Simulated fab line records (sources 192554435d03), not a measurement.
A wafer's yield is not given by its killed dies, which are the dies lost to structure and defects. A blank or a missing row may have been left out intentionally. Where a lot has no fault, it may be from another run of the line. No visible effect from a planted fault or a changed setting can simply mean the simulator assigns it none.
Matching of chambers + flow n5Finfet + rieDiel-04 running N5_BEOL_M2_DESCUM_33: 4 sister chambers
The step chemistry O2, time 7 s. 4 wafers are shown with their chamber, then 12 later ones without.

## WAFERS PAIRED WITH THEIR CHAMBERS
| wafer  | chamber | throttleValvePct (%) |
|--------|---------|----------------------|
| L088.1 | 2       | 20.7                 |
| L088.6 | 0       | 20.1                 |
| L089.2 | 1       | 20.9                 |
| L089.5 | 3       | 20.2                 |

## WAFERS WHOSE CHAMBER IS MISSING
| wafer  | throttleValvePct (%) |
|--------|----------------------|
| L090.4 | 20.1                 |
| L090.5 | 20.9                 |
| L090.6 | 20.6                 |
| L091.2 | 20.9                 |
| L091.4 | 20.7                 |
| L091.6 | 20.6                 |
| L094.1 | 20.9                 |
| L094.2 | 20.6                 |
| L094.6 | 20.2                 |
| L096.1 | 20.6                 |
| L096.2 | 20.1                 |
| L096.4 | 20.1                 |

## WHICH CHAMBER EACH ONE RAN IN
| wafer  | from the rows above     | in truth |
|--------|-------------------------|----------|
| L090.4 | can't be placed: 0 or 3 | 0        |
| L090.5 | 1                       | 1        |
| L090.6 | 2                       | 2        |
| L091.2 | 1                       | 1        |
| L091.4 | 2                       | 2        |
| L091.6 | 2                       | 2        |
| L094.1 | 1                       | 1        |
| L094.2 | 2                       | 2        |
| L094.6 | can't be placed: 3 or 0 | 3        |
| L096.1 | 2                       | 2        |
| L096.2 | can't be placed: 0 or 3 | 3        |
| L096.4 | can't be placed: 0 or 3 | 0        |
8 of 12 placed correctly. Can't be placed from these rows: 4 (the true chamber is among the candidates in 4). 0 placed wrongly.
How it was worked out, from the rows above alone: a wafer's distance from a chamber is the root of the sum, over the readings, of the square of ((its reading less the chamber's mean) divided by the reading's scatter). The wafer belongs to the nearest chamber; if the next one is less than 2 further off, it can't be placed. Each chamber's mean is taken over the wafers shown for it. The scatter: root of mean squared gap, hidden wafer to nearest shown wafer, with one shown wafer a chamber.
